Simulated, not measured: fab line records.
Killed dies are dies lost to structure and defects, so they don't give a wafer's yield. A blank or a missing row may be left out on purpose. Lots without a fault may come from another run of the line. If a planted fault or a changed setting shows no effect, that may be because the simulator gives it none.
Chamber matching | flow nandHarc | 4 sister chambers for NHARC_P_BONDPAD_ETCH_37 on rieDiel-03
The step etches the open film in N2/H2, target depth 60 nm, overetch 18 nm, time 65.91 s. 14 wafers are shown with their chamber, then 7 later ones without.

## WAFERS WITH THEIR CHAMBER
wafer  | chamber | drypumpMotorCurrentA (A) | h2FlowSccm (sccm) | rfVppV (V)
L363.1 | 0       | 6.2                      | 148.8             | 432.2
L363.2 | 2       | 5.1                      | 149.5             | 427.5
L363.4 | 3       | 5.9                      | 149.6             | 429.9
L364.2 | 0       | 6.2                      | 149.8             | 431.4
L364.3 | 2       | 5.1                      | 149.8             | 429.0
L364.6 | 0       | 6.1                      | 149.8             | 432.5
L368.1 | 0       | 6.1                      | 150.2             | 432.0
L368.4 | 3       | 5.9                      | 150.6             | 430.2
L368.5 | 3       | 5.9                      | 150.0             | 430.3
L369.1 | 3       | 5.9                      | 150.1             | 429.7
L369.3 | 2       | 5.1                      | 149.5             | 430.9
L369.5 | 0       | 6.1                      | 149.7             | 430.9
L370.2 | 1       | 5.1                      | 151.3             | 432.7
L370.4 | 0       | 6.1                      | 150.1             | 432.6

SIGNATURES (means of the wafers above)
reading              | chamber 0 | chamber 1 | chamber 2 | chamber 3 | scatter within a chamber
drypumpMotorCurrentA | 6.133     | 5.100     | 5.100     | 5.900     | 0.0365
h2FlowSccm           | 149.733   | 151.300   | 149.600   | 150.075   | 0.424
rfVppV               | 431.933   | 432.700   | 429.133   | 430.025   | 0.907
Rule: for each reading, subtract the chamber's mean from the wafer's reading, divide by that reading's scatter and square the result; add these up over the readings and take the root, which gives the wafer's distance from the chamber. The wafer belongs to the nearest chamber; if the next one is less than 2 further off, it can't be placed. The scatter is the square root of a quotient: the sum, over the shown wafers, of each reading's squared deviation from its chamber's mean, divided by wafers minus chambers.

## WAFERS WHOSE CHAMBER IS MISSING
wafer  | drypumpMotorCurrentA (A) | h2FlowSccm (sccm) | rfVppV (V)
L370.5 | 5.1                      | 150.2             | 434.6
L371.1 | 6.1                      | 150.0             | 433.1
L371.4 | 5.9                      | 150.2             | 429.3
L371.5 | 6.1                      | 149.8             | 432.2
L372.2 | 5.1                      | 149.7             | 429.2
L372.3 | 5.1                      | 150.4             | 433.2
L372.6 | 6.1                      | 150.7             | 432.4

## CHAMBER TAKEN BY EACH
wafer  | from the rows above | in truth
L370.5 | 1                   | 1
L371.1 | 0                   | 0
L371.4 | 3                   | 3
L371.5 | 0                   | 0
L372.2 | 2                   | 2
L372.3 | 1                   | 1
L372.6 | 0                   | 0
Correctly placed: 7 of 7. Can't be placed from these rows: 0. 0 placed wrongly.
